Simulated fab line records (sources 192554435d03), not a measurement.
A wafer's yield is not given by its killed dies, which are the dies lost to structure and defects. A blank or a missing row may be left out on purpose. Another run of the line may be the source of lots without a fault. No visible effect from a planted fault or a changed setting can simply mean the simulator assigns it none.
Chamber matching -- flow n5Finfet -- N5_MOL_CONTACT_COAG_ETCHBACK_135 on rieDiel-04: 4 sister chambers
The step etches SiO2 in CHF3, target depth 25 nm, time 16.7 s. 18 wafers are shown with their chamber, then 9 later ones without.

## WAFERS, EACH WITH ITS CHAMBER
wafer,chamber,showerheadPlenumPTorr (Torr),rfVppV (V),throttleValvePct (%)
L075.2,1,2.48,534,18.99
L075.3,3,2.53,527,18.47
L075.5,0,2.34,517,18.91
L076.2,0,2.34,520,18.92
L076.4,3,2.53,529,18.48
L076.5,3,2.53,526,18.47
L082.1,3,2.52,527,18.51
L082.2,2,2.39,523,18.78
L082.3,1,2.48,533,19.02
L082.4,3,2.52,527,18.51
L082.5,1,2.48,534,19.02
L082.6,2,2.39,523,18.77
L084.1,1,2.48,534,19.02
L084.2,0,2.34,520,18.93
L084.6,3,2.52,526,18.53
L088.1,1,2.47,534,19.07
L088.2,0,2.33,518,18.54
L088.6,1,2.47,534,19.07

SIGNATURES (averages over the wafers above)
reading,chamber 0,chamber 1,chamber 2,chamber 3,scatter within a chamber
showerheadPlenumPTorr,2.3375,2.4767,2.3900,2.5250,0.00506
rfVppV,518.75,533.83,523.00,527.00,0.985
throttleValvePct,18.8250,19.0317,18.7750,18.4950,0.0913
Rule: for each reading, subtract the chamber's mean from the wafer's reading, divide by that reading's scatter and square the result; add these up over the readings and take the root, which gives the wafer's distance from the chamber. If the next closest chamber is less than 2 further off than the closest, the wafer can't be placed; otherwise it belongs to the closest. The scatter: take each reading less its chamber's mean, square it, sum over the shown wafers, divide by the number of wafers less the number of chambers, and take the root.

## WAFERS WITHOUT THEIR CHAMBER
wafer,showerheadPlenumPTorr (Torr),rfVppV (V),throttleValvePct (%)
L092.2,2.51,527,18.55
L092.4,2.47,535,19.07
L092.6,2.47,533,19.06
L094.4,2.33,518,18.55
L094.5,2.33,519,18.55
L094.6,2.46,534,19.07
L096.1,2.46,534,19.10
L096.2,2.51,526,18.57
L096.5,2.38,522,18.82

## EACH ONE'S CHAMBER
wafer,from the rows above,in truth
L092.2,3,3
L092.4,1,1
L092.6,1,1
L094.4,0,0
L094.5,0,0
L094.6,1,1
L096.1,1,1
L096.2,3,3
L096.5,2,2
Correctly placed: 9 of 9. Can't be placed from these rows: 0. Placed wrongly: 0.
